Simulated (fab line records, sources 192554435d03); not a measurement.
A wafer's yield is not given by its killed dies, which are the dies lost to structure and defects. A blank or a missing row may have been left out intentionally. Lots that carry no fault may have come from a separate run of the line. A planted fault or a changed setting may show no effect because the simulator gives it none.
fab line records	flow n5_finfet
record lots=7	wafers=20	last_day=20
route steps=1938 shown GATE_CUT@487 PASSIVATION@1936
lots that met no fault: from a run of the same line without faults
start_h: start of the lot's first displayed wafer, in hours after the record's first day	wait_h: time in hours since the lot's previous step	" same as the row above	L1.1+2: one row covering several wafers at once	- value missing, or start not given	* or withheld: withheld	< > ~ a bound
route shown NAME@n: NAME is a module with steps in the file, n the number in the route of the first one	usual: mean/standard deviation taken from wafers without a fault	same: alike in all rows	chamber/n: place in a boat	sites: per-site readings	_std_site: how widely they spread, as a standard deviation	_edge_site: inner sites' mean taken away from outer sites' mean	radius_mm: for every site, how far away it sits from the centre of the wafer	mask NAME#n: copy n	behind: the most recent tool/chamber to have shaped the wafer	hold: why the lot went on hold/how many hours it stayed there/how the hold came to an end	device: the transistor (n, p or np) that didn't switch	end of line: tests run on the same wafers once the route is complete	a step given without rows: its recipe and nothing more	killed: at the first sort, the dies lost to defects and structure; wafer yield is something else	map: the dies of a wafer, with x for killed, . for not killed, _ for no die there
set.NAME: the setting that was run; set.NAME@STEP: the one run at that earlier step	model.NAME: the simulator's own value behind a step, which no gauge read
certain route steps with their lots: each step a table, each wafer a row
services: when a tool's chamber went out of use (start_h, in hours from the record's first day, below 0 if earlier), for how many hours, and the reason
## steps
# step N5_GATE_CUT_CD_MEAS_13
# recipe target_cd_nm=20	landing_energy_ev=500	detector=se_inlens
# usual cd_nm=20.04/0.23
lot.wafer	tool	chamber	start_h	wait_h	cd_nm
L616.1	cd_sem-02	0	128.08	-	20.00
L616.3	"	0	"	"	20.38
L616.4	"	0	"	"	20.06
L619.2	cd_sem-02	0	144.40	-	20.49
L619.5	"	0	"	"	19.87
L619.6	"	0	"	"	20.18
L624.3	cd_sem-03	0	173.96	-	19.73
L624.4	"	0	"	"	19.97
L624.5	"	0	"	"	20.24
L625.1	cd_sem-02	0	183.43	-	20.13
L625.3	"	0	"	"	20.51
L625.5	"	0	"	"	20.10
L626.1	cd_sem-01	0	186.81	-	20.12
L626.3	"	0	"	"	20.37
L629.1	cd_sem-01	0	207.82	-	20.06
L629.4	"	0	"	"	19.99
L629.6	"	0	"	"	20.08
L631.2	cd_sem-01	0	217.50	-	19.74
L631.3	"	0	"	"	19.82
L631.5	"	0	"	"	19.43
# step N5_GATE_CUT_OVL_MEAS_14
# recipe points_per_wafer=522
# usual GATE_CUT_OVL=-0.3/0.67
lot.wafer	tool	chamber	start_h	wait_h	GATE_CUT_OVL[nm]
L616.1	overlay-01	0	128.12	0.0	-0.4
L616.3	"	0	"	"	-1.8
L616.4	"	0	"	"	0.0
L619.2	overlay-01	0	144.43	0.0	-0.4
L619.5	"	0	"	"	-0.5
L619.6	"	0	"	"	-0.4
L624.3	overlay-01	0	174.00	0.0	0.2
L624.4	"	0	"	"	-0.3
L624.5	"	0	"	"	-1.1
L625.1	overlay-02	0	183.46	0.0	-0.4
L625.3	"	0	"	"	-1.0
L625.5	"	0	"	"	-0.8
L626.1	overlay-01	0	186.84	0.0	-0.7
L626.3	"	0	"	"	0.5
L629.1	overlay-01	0	207.85	0.0	0.6
L629.4	"	0	"	"	0.7
L629.6	"	0	"	"	-0.1
L631.2	overlay-01	0	217.53	0.0	-1.4
L631.3	"	0	"	"	0.3
L631.5	"	0	"	"	-0.2
# step N5_GATE_CUT_INSPECT_15
# recipe mode=adi	inspect_instrument=brightfield
# usual raw_defect_count=133/49
lot.wafer	tool	chamber	start_h	wait_h	raw_defect_count
L616.1	defect_inspect-01	-	128.17	0.1	105
L616.3	"	-	"	"	121
L616.4	"	-	"	"	128
L619.2	defect_inspect-02	-	144.49	0.1	107
L619.5	"	-	"	"	120
L619.6	"	-	"	"	122
L624.3	defect_inspect-02	-	174.05	0.0	101
L624.4	"	-	"	"	104
L624.5	"	-	"	"	71
L625.1	defect_inspect-02	-	183.52	0.1	102
L625.3	"	-	"	"	107
L625.5	"	-	"	"	132
L626.1	defect_inspect-02	-	186.90	0.1	172
L626.3	"	-	"	"	123
L629.1	defect_inspect-01	-	207.91	0.1	91
L629.4	"	-	"	"	110
L629.6	"	-	"	"	125
L631.2	defect_inspect-01	-	217.58	0.0	86
L631.3	"	-	"	"	98
L631.5	"	-	"	"	108
# step N5_GATE_CUT_DESCUM_18
# recipe chemistry=O2	time_s=7	source_power_w=50	bias_power_w=20	pressure_mtorr=20	rf_frequency_hz=2.712e+07	temp_c=40	resist=CAR-EUV	o2_flow_sccm=225
# usual drypump_motor_current_A=5.4/0.46	oes_product_au=0.74/0.042	rf_vpp_V=243.8/1.2	showerhead_plenum_p_Torr=2.14/0.057	throttle_valve_pct=20.45/0.22
lot.wafer	tool	chamber	start_h	wait_h	drypump_motor_current_A	oes_product_au	rf_hours_counter_h	rf_vpp_V	showerhead_plenum_p_Torr	throttle_valve_pct
L616.1	rie_diel-02	3	128.38	0.2	5.5	0.84	66	245.2	2.20	20.11
L616.3	"	0	"	"	5.0	0.71	180	244.4	2.17	20.52
L616.4	"	2	"	"	4.8	0.87	58	245.3	2.21	20.82
L619.2	rie_diel-01	1	144.53	0.0	5.7	0.71	221	244.0	2.16	20.69
L619.5	"	2	"	"	5.0	0.76	-	243.4	2.11	20.61
L619.6	"	1	"	"	5.7	0.71	-	243.0	2.16	20.70
L624.3	rie_diel-01	0	174.23	0.2	5.5	0.75	144	245.2	2.19	20.26
L624.4	"	3	"	"	4.6	0.75	168	243.9	2.17	20.24
L624.5	"	3	"	"	4.6	0.75	-	243.5	2.17	20.24
L625.1	rie_diel-01	1	183.88	0.4	5.8	0.70	232	245.6	2.15	20.71
L625.3	"	0	"	"	5.5	0.75	146	243.4	2.19	20.23
L625.5	"	3	"	"	4.7	0.73	-	245.9	2.17	20.24
L626.1	rie_diel-01	3	186.99	0.1	4.6	0.74	172	244.9	2.17	20.23
L626.3	"	1	"	"	5.7	0.69	234	244.8	2.15	20.72
L629.1	rie_diel-04	3	207.95	0.0	5.6	0.76	149	244.0	2.10	20.31
L629.4	"	3	"	"	5.7	0.75	-	243.4	2.10	20.33
L629.6	"	2	"	"	5.5	0.72	-	243.4	2.07	20.50
L631.2	rie_diel-02	3	218.19	0.6	5.5	0.81	88	243.3	2.20	20.16
L631.3	"	1	"	"	5.0	0.75	161	243.4	2.18	20.22
L631.5	"	3	"	"	5.5	0.80	-	243.0	2.20	20.15
# step N5_GATE_CUT_ETCH_28
# recipe chemistry=N2/H2	target=underlayer	target_depth_a=130	mask_material=CAR-EUV	time_s=10.4	ion_energy_ev=200	pressure_mtorr=30	source_w=840	bias_w=150	n2_flow_sccm=200	h2_flow_sccm=200	ends=cleared
# step N5_GATE_CUT_ETCH_36
# recipe chemistry=CF4	target=SiARC	target_depth_a=130	mask_material=CAR-EUV	time_s=21.7	ion_energy_ev=80	pressure_mtorr=40	source_w=545	bias_w=36	Ar_flow_sccm=100	cf4_flow_sccm=100	ends=cleared
# usual cf4_flow_sccm=99.96/0.27	drypump_motor_current_A=5.4/0.46	etch_rf_on_time_s=21.8/0.33	oes_product_au=0.64/0.037	rf_vpp_V=184.5/1.1	showerhead_plenum_p_Torr=2.19/0.056	throttle_valve_pct=15.65/0.2
lot.wafer	tool	chamber	start_h	wait_h	cf4_flow_sccm	drypump_motor_current_A	etch_rf_on_time_s	oes_product_au	rf_hours_counter_h	rf_vpp_V	showerhead_plenum_p_Torr	throttle_valve_pct
L616.1	rie_diel-02	3	128.43	0.0	100.28	5.5	21.8	0.71	66	186.3	2.25	15.32
L616.3	"	0	"	"	100.34	5.0	22.0	0.60	180	184.5	2.21	15.72
L616.4	"	2	"	"	99.56	4.8	21.0	0.75	58	183.7	2.26	15.91
L619.2	rie_diel-01	1	144.58	0.0	100.04	5.7	22.3	0.61	221	184.1	2.21	15.93
L619.5	"	2	"	"	99.97	5.0	21.4	0.66	-	184.3	2.15	15.73
L619.6	"	1	"	"	99.36	5.8	22.3	0.60	-	184.2	2.21	15.93
L624.3	rie_diel-01	0	174.28	0.0	100.11	5.5	21.7	0.65	144	185.3	2.23	15.44
L624.4	"	3	"	"	100.17	4.6	22.0	0.63	169	185.6	2.22	15.52
L624.5	"	3	"	"	99.91	4.7	21.9	0.63	-	184.9	2.22	15.52
L625.1	rie_diel-01	1	183.93	0.0	100.10	5.8	21.8	0.60	232	184.6	2.20	15.93
L625.3	"	0	"	"	99.91	5.4	21.4	0.65	146	183.6	2.23	15.44
L625.5	"	3	"	"	99.53	4.7	21.6	0.64	-	186.6	2.22	15.51
L626.1	rie_diel-01	3	187.04	0.0	100.18	4.7	22.1	0.63	172	184.9	2.22	15.51
L626.3	"	1	"	"	99.67	5.8	22.1	0.60	234	182.4	2.20	15.94
L629.1	rie_diel-04	3	208.00	0.0	99.53	5.6	21.5	0.65	149	183.2	2.14	15.51
L629.4	"	3	"	"	99.87	5.6	21.6	0.64	-	184.9	2.14	15.50
L629.6	"	2	"	"	100.02	5.5	22.4	0.60	-	184.6	2.12	15.76
L631.2	rie_diel-02	3	218.24	0.0	99.66	5.5	21.8	0.69	88	185.0	2.25	15.37
L631.3	"	1	"	"	99.78	5.0	21.8	0.64	161	184.8	2.23	15.44
L631.5	"	3	"	"	100.23	5.5	21.9	0.69	-	186.0	2.25	15.37
# step N5_GATE_CUT_ETCH_37
# recipe chemistry=N2/H2	target=SOC	target_depth_a=600	overetch_a=120	mask_material=SiARC	temp_c=40	time_s=90	ion_energy_ev=200	pressure_mtorr=30	source_w=840	bias_w=150	n2_flow_sccm=200	h2_flow_sccm=200
# usual drypump_motor_current_A=5.4/0.47	oes_product_au=0.67/0.035	rf_vpp_V=525.4/2.1	showerhead_plenum_p_Torr=2.60/0.072	throttle_valve_pct=17.87/0.24
lot.wafer	tool	chamber	start_h	wait_h	drypump_motor_current_A	oes_product_au	rf_hours_counter_h	rf_vpp_V	showerhead_plenum_p_Torr	throttle_valve_pct
L616.1	rie_diel-02	3	128.46	0.0	5.5	0.74	66	527.5	2.69	17.52
L616.3	"	0	"	"	5.1	0.64	180	526.9	2.64	17.97
L616.4	"	2	"	"	4.8	0.77	58	526.6	2.69	18.31
L619.2	rie_diel-01	1	144.61	0.0	5.8	0.64	221	525.7	2.62	18.20
L619.5	"	2	"	"	5.0	0.68	-	524.0	2.54	17.91
L619.6	"	1	"	"	5.8	0.64	-	526.7	2.62	18.20
L624.3	rie_diel-01	0	174.31	0.0	5.5	0.68	144	526.9	2.65	17.64
L624.4	"	3	"	"	4.7	0.67	169	526.0	2.65	17.65
L624.5	"	3	"	"	4.7	0.67	-	526.4	2.64	17.67
L625.1	rie_diel-01	1	183.96	0.0	5.7	0.63	232	526.3	2.62	18.23
L625.3	"	0	"	"	5.5	0.68	146	526.9	2.65	17.66
L625.5	"	3	"	"	4.7	0.66	-	525.7	2.64	17.65
L626.1	rie_diel-01	3	187.07	0.0	4.7	0.66	172	525.2	2.64	17.66
L626.3	"	1	"	"	5.8	0.63	234	526.1	2.62	18.23
L629.1	rie_diel-04	3	208.03	0.0	5.6	0.68	149	524.9	2.54	17.70
L629.4	"	3	"	"	5.7	0.68	-	524.3	2.54	17.70
L629.6	"	2	"	"	5.5	0.64	-	523.1	2.52	17.95
L631.2	rie_diel-02	3	218.27	0.0	5.5	0.72	88	528.2	2.68	17.55
L631.3	"	1	"	"	5.1	0.67	161	527.2	2.65	17.68
L631.5	"	3	"	"	5.5	0.72	-	528.1	2.68	17.55
# step N5_GATE_CUT_STRIP_38
# recipe chemistry=N2/H2	temp_c=40	n2_flow_sccm=200	h2_flow_sccm=200	rf_frequency_hz=6e+07
# step N5_GATE_CUT_STRIP_39
# recipe chemistry=N2/H2	temp_c=40	n2_flow_sccm=200	h2_flow_sccm=200	rf_frequency_hz=6e+07
# step N5_GATE_CUT_HM_OPEN_40
# recipe chemistry=C4F6/O2	target=SiO2	mask_material=SiARC	target_depth_a=1390	time_s=85.1	ion_energy_ev=250	pressure_mtorr=30	source_w=345	bias_w=185	Ar_flow_sccm=300	C4F6_flow_sccm=10	O2_flow_sccm=10	ends=cleared
# step N5_GATE_CUT_STRIP_41
# recipe chemistry=CF4	resist=SiARC	power_w=300	bias_power_w=75	pressure_mtorr=50	cf4_flow_sccm=150	rf_frequency_hz=6e+07
# usual cf4_flow_sccm=150.0/0.45	drypump_motor_current_A=5.4/0.46	oes_product_au=0.173/0.01	rf_vpp_V=271.9/1.4	showerhead_plenum_p_Torr=1.83/0.047	throttle_valve_pct=13.64/0.2
lot.wafer	tool	chamber	start_h	wait_h	cf4_flow_sccm	drypump_motor_current_A	oes_product_au	rf_hours_counter_h	rf_vpp_V	showerhead_plenum_p_Torr	throttle_valve_pct
L616.1	rie_diel-02	3	128.61	0.0	149.5	5.5	0.189	66	273.3	1.89	13.30
L616.3	"	0	"	"	150.4	5.1	0.166	180	272.9	1.85	13.71
L616.4	"	2	"	"	150.3	4.8	0.201	58	272.2	1.89	13.81
L619.2	rie_diel-01	1	144.75	0.0	150.4	5.8	0.164	221	271.3	1.85	13.92
L619.5	"	2	"	"	150.0	5.0	0.180	-	271.4	1.80	13.72
L619.6	"	1	"	"	149.8	5.8	0.167	-	271.9	1.85	13.92
L624.3	rie_diel-01	0	174.45	0.0	150.5	5.5	0.177	144	272.5	1.87	13.46
L624.4	"	3	"	"	149.6	4.6	0.172	169	274.0	1.86	13.49
L624.5	"	3	"	"	149.7	4.6	0.171	-	272.9	1.86	13.49
L625.1	rie_diel-01	1	184.10	0.0	150.3	5.8	0.160	232	272.6	1.85	13.95
L625.3	"	0	"	"	149.6	5.5	0.173	147	273.2	1.87	13.46
L625.5	"	3	"	"	149.6	4.6	0.175	-	270.7	1.86	13.50
L626.1	rie_diel-01	3	187.21	0.0	149.8	4.6	0.179	172	271.3	1.86	13.50
L626.3	"	1	"	"	149.4	5.8	0.160	234	271.7	1.85	13.94
L629.1	rie_diel-04	3	208.17	0.0	150.0	5.7	0.173	149	271.7	1.79	13.48
L629.4	"	3	"	"	149.8	5.7	0.176	-	269.7	1.79	13.50
L629.6	"	2	"	"	149.4	5.5	0.164	-	270.8	1.77	13.71
L631.2	rie_diel-02	3	218.41	0.0	150.4	5.5	0.181	88	273.1	1.88	13.33
L631.3	"	1	"	"	151.0	5.0	0.175	161	272.4	1.86	13.41
L631.5	"	3	"	"	150.0	5.5	0.191	-	272.9	1.88	13.33
# step N5_GATE_CUT_STRIP_42
# recipe chemistry=O2	power_w=400	temp_c=40	pressure_mtorr=30	rf_frequency_hz=6e+07	bias_power_w=0	overash_fraction=0.3	o2_flow_sccm=225
# usual drypump_motor_current_A=5.4/0.47	oes_product_au=0.74/0.042	rf_vpp_V=3.6/0.46	showerhead_plenum_p_Torr=2.14/0.057	throttle_valve_pct=16.71/0.21
lot.wafer	tool	chamber	start_h	wait_h	drypump_motor_current_A	oes_product_au	rf_hours_counter_h	rf_vpp_V	showerhead_plenum_p_Torr	throttle_valve_pct
L616.1	rie_diel-02	3	128.63	0.0	5.5	0.84	66	3.2	2.21	16.38
L616.3	"	0	"	"	5.0	0.71	180	3.5	2.17	16.79
L616.4	"	2	"	"	4.8	0.87	58	2.7	2.22	16.99
L619.2	rie_diel-01	1	144.77	0.0	5.8	0.71	221	3.6	2.16	16.95
L619.5	"	2	"	"	5.0	0.76	-	3.6	2.11	16.84
L619.6	"	1	"	"	5.8	0.71	-	3.9	2.16	16.95
L624.3	rie_diel-01	0	174.47	0.0	5.5	0.75	144	3.7	2.19	16.50
L624.4	"	3	"	"	4.6	0.75	169	3.2	2.17	16.53
L624.5	"	3	"	"	4.6	0.74	-	3.1	2.17	16.52
L625.1	rie_diel-01	1	184.12	0.0	5.8	0.69	232	4.1	2.16	16.98
L625.3	"	0	"	"	5.5	0.75	147	4.3	2.19	16.51
L625.5	"	3	"	"	4.6	0.73	-	3.8	2.17	16.51
L626.1	rie_diel-01	3	187.23	0.0	4.6	0.74	172	3.0	2.17	16.53
L626.3	"	1	"	"	5.8	0.69	234	4.3	2.16	16.99
L629.1	rie_diel-04	3	208.19	0.0	5.6	0.75	149	3.1	2.10	16.58
L629.4	"	3	"	"	5.6	0.75	-	4.1	2.10	16.60
L629.6	"	2	"	"	5.5	0.71	-	3.0	2.07	16.76
L631.2	rie_diel-02	3	218.43	0.0	5.5	0.82	88	3.3	2.20	16.42
L631.3	"	1	"	"	5.0	0.75	161	2.8	2.19	16.50
L631.5	"	3	"	"	5.5	0.81	-	4.2	2.20	16.41
# step N5_GATE_CUT_ETCH_19
# recipe chemistry=CH3F/O2	target=SiNx	mask_material=SiO2	target_depth_a=537	time_s=76.7	pressure_mtorr=30	source_w=395	bias_w=73	Ar_flow_sccm=150	CH3F_flow_sccm=30	O2_flow_sccm=20	ion_energy_ev=120	ends=cleared
# usual drypump_motor_current_A=5.4/0.46	etch_rf_on_time_s=77.2/0.94	oes_ar_750_au=0.75/0.042	oes_product_au=0.64/0.036	rf_vpp_V=298.3/2.9	showerhead_plenum_p_Torr=2.04/0.055	throttle_valve_pct=16.38/0.21
lot.wafer	tool	chamber	start_h	wait_h	drypump_motor_current_A	etch_rf_on_time_s	oes_ar_750_au	oes_product_au	rf_hours_counter_h	rf_vpp_V	showerhead_plenum_p_Torr	throttle_valve_pct
L616.1	rie_diel-02	3	128.67	0.0	5.5	76.2	0.83	0.71	66	299.3	2.11	16.07
L616.3	"	0	"	"	5.0	77.3	0.71	0.59	180	301.8	2.07	16.46
L616.4	"	2	"	"	4.8	75.5	0.87	0.74	58	298.1	2.12	16.68
L619.2	rie_diel-01	1	144.81	0.0	5.7	79.7	0.72	0.59	221	302.5	2.06	16.64
L619.5	"	2	"	"	5.0	76.7	0.77	0.65	-	294.0	2.00	16.46
L619.6	"	1	"	"	5.8	78.6	0.72	0.60	-	301.1	2.06	16.64
L624.3	rie_diel-01	0	174.51	0.0	5.5	58.7	0.77	0.76	144	299.2	2.08	16.14
L624.4	"	3	"	"	4.7	77.6	0.74	0.63	169	298.1	2.08	16.23
L624.5	"	3	"	"	4.6	77.4	0.74	0.63	-	297.9	2.08	16.24
L625.1	rie_diel-01	1	184.16	0.0	5.8	78.2	0.71	0.60	232	301.4	2.06	16.67
L625.3	"	0	"	"	5.5	59.2	0.76	0.76	147	300.1	2.08	16.15
L625.5	"	3	"	"	4.6	77.0	0.75	0.63	-	296.9	2.08	16.23
L626.1	rie_diel-01	3	187.27	0.0	4.7	78.3	0.73	0.63	172	297.9	2.08	16.25
L626.3	"	1	"	"	5.8	60.1	0.71	0.69	234	300.3	2.06	16.66
L629.1	rie_diel-04	3	208.23	0.0	5.6	76.3	0.76	0.64	149	296.7	2.00	16.23
L629.4	"	3	"	"	5.6	76.7	0.77	0.64	-	295.7	2.00	16.24
L629.6	"	2	"	"	5.5	77.3	0.71	0.61	-	297.4	1.98	16.49
L631.2	rie_diel-02	3	218.47	0.0	5.5	77.6	0.81	0.69	88	298.8	2.10	16.11
L631.3	"	1	"	"	5.1	76.8	0.75	0.63	161	296.2	2.09	16.19
L631.5	"	3	"	"	5.5	76.7	0.81	0.69	-	300.2	2.10	16.09
# step N5_GATE_CUT_CUT_ETCH_53
# recipe chemistry=SF6/Cl2	target=W	mask_material=SiO2	target_depth_a=792	pressure_mtorr=8	icp_w=900	bias_w=80	SF6_flow_sccm=40	Cl2_flow_sccm=60	ends=cleared
# step N5_PASSIVATION_PROBE_49
# usual killed_at_M0_to_M3=36/11	killed_at_M4_up=13/5.1	killed_at_contacts=14/4.9	killed_at_front_end=41/10	killed_at_other=3.4/2.6	killed_dies=107/16	killed_open=70/11	killed_short=36/7.8
# same gross_dies=1180	killed_at_back_side=0
lot.wafer	tool	chamber	start_h	wait_h	killed_at_M0_to_M3	killed_at_M4_up	killed_at_contacts	killed_at_front_end	killed_at_other	killed_dies	killed_open	killed_short
L631.2	prober-01	-	479.10	0.1	35	19	11	52	0	117	73	40
L631.3	prober-01	-	479.15	0.1	58	14	11	37	2	122	80	41
L631.5	prober-01	-	479.25	0.2	57	23	15	57	3	155	101	49
# killed by level:class
L631.2 BEOL_M2:geometric_particle:open=11 FIN_SAQP:geometric_particle:short=10 FIN_SAQP:geometric_particle:open=7 STI_FIN_REVEAL:geometric_particle:open=7 GATE_CUT:geometric_particle:short=7 MOL_CONTACT_COAG:geometric_particle:open=7 BEOL_M4:geometric_particle:open=7 BEOL_M1:geometric_particle:open=5
L631.3 BEOL_M2:geometric_particle:open=13 STI_FIN_REVEAL:geometric_particle:open=9 MOL_CONTACT_COAG:geometric_particle:open=9 FIN_SAQP:geometric_particle:open=8 BEOL_M1:geometric_particle:open=8 BEOL_M3:geometric_particle:open=8 BEOL_M2:geometric_particle:short=8 GATE_CUT:geometric_particle:short=7
L631.5 BEOL_M2:geometric_particle:open=14 MOL_CONTACT_COAG:geometric_particle:open=12 BEOL_M4:geometric_particle:open=12 FIN_SAQP:geometric_particle:short=11 FIN_SAQP:geometric_particle:open=11 STI_FIN_REVEAL:geometric_particle:open=10 BEOL_M0_SAQP:geometric_particle:open=9 BEOL_M0_SAQP:geometric_particle:short=7
## services
tool	chamber	start_h	hours	kind
rie_diel-02	2	137.47	6.3	repair
rie_diel-02	3	164.68	12.2	repair
rie_diel-04	1	180.16	11.0	repair
rie_diel-04	0	191.20	-	clean
rie_diel-04	0	191.20	-	consumable_replace:focus_ring
rie_diel-04	0	191.20	20.1	scheduled_down
rie_diel-04	0	191.20	20.1	vent_cycle
rie_diel-02	-	195.75	0.3	repair
rie_diel-02	3	210.60	4.7	repair
## key
first_sign step=N5_GATE_CUT_ETCH_19	reading=etch_rf_on_time_s	direction=down	sigmas=19	usual=*	struck=*
effect step=N5_GATE_CUT_ETCH_19	reading=oes_product_au	direction=up	sigmas=2.7	usual=0.64	struck=0.74
met_at N5_GATE_CUT_ETCH_19
struck_wafers L624.3,L625.3,L626.3
tester_left_out L624,L625,L626
onset_between 144.81 174.51
fault kind=process_parameter_drift	tool=rie_diel-01	chamber=-	onset_h=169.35	steps=N5_GATE_CUT_ETCH_19	channel=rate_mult	offset=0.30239	shape=step	end_h=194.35	scope=struck_wafers_only
# tester_left_out: of these lots the tester's yield and bins aren't shown, on N5 and GAA mostly nor the transistor test; their killed dies are dies lost to structure and defects alone, not to doping, threshold or leakage, so they don't give the yield
